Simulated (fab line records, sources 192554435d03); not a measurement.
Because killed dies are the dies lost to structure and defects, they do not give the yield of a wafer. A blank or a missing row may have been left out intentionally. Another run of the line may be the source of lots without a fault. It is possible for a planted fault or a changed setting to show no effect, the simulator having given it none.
Chamber matching | flow n5 finfet | N5_BEOL_M14_DESCUM_33 on rie diel-04: 4 sister chambers
The step chemistry O2, time 7.9 s. 14 wafers are shown with their chamber, then 7 later ones without.

== EACH WAFER AND ITS CHAMBER ==
wafer  | chamber | drypump motor current A (A) | showerhead plenum p Torr (Torr) | throttle valve pct (%)
L074.2 | 1       | 6.2                         | 1.99                            | 20.67
L074.3 | 3       | 5.5                         | 2.02                            | 20.64
L074.5 | 3       | 5.5                         | 2.02                            | 20.64
L078.1 | 2       | 5.6                         | 2.10                            | 20.48
L078.3 | 0       | 5.8                         | 2.12                            | 20.24
L078.6 | 2       | 5.6                         | 2.10                            | 20.47
L084.1 | 1       | 6.1                         | 1.98                            | 20.72
L084.4 | 3       | 5.5                         | 2.01                            | 20.69
L084.6 | 1       | 6.1                         | 1.98                            | 20.71
L086.2 | 3       | 5.5                         | 2.01                            | 20.71
L086.4 | 0       | 5.8                         | 2.11                            | 20.27
L086.6 | 2       | 5.6                         | 2.08                            | 20.54
L092.1 | 3       | 5.5                         | 2.01                            | 20.73
L092.3 | 2       | 5.6                         | 2.08                            | 20.54

SIGNATURES, as means of the wafers listed above
reading                  | chamber 0 | chamber 1 | chamber 2 | chamber 3 | scatter within a chamber
drypump motor current A  | 5.800     | 6.133     | 5.600     | 5.500     | 0.0258
showerhead plenum p Torr | 2.1150    | 1.9833    | 2.0900    | 2.0140    | 0.00798
throttle valve pct       | 20.2550   | 20.7000   | 20.5075   | 20.6820   | 0.0358
Rule: for each reading, subtract the chamber's mean from the wafer's reading, divide by that reading's scatter and square the result; add these up over the readings and take the root, which gives the wafer's distance from the chamber. The wafer belongs to the nearest chamber; if the next one is less than 2 further off, it can't be placed. The scatter: take each reading less its chamber's mean, square it, sum over the shown wafers, divide by the number of wafers less the number of chambers, and take the root.

== WAFERS MISSING THEIR CHAMBER ==
wafer  | drypump motor current A (A) | showerhead plenum p Torr (Torr) | throttle valve pct (%)
L092.5 | 5.6                         | 2.08                            | 20.54
L094.4 | 6.1                         | 2.24                            | 20.45
L094.5 | 5.6                         | 2.08                            | 20.55
L094.6 | 6.1                         | 2.24                            | 20.45
L097.1 | 6.1                         | 2.23                            | 20.46
L097.4 | 5.6                         | 2.08                            | 20.56
L097.6 | 6.1                         | 2.23                            | 20.46

== WHICH CHAMBER EACH WENT THROUGH ==
wafer  | from the rows above | in truth
L092.5 | 2                   | 2
L094.4 | 0                   | 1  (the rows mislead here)
L094.5 | 2                   | 2
L094.6 | 0                   | 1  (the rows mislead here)
L097.1 | 0                   | 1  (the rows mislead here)
L097.4 | 2                   | 2
L097.6 | 0                   | 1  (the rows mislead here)
Correct placement for 3 of the 7. From these rows, 0 cannot be placed. 4 placed wrongly.
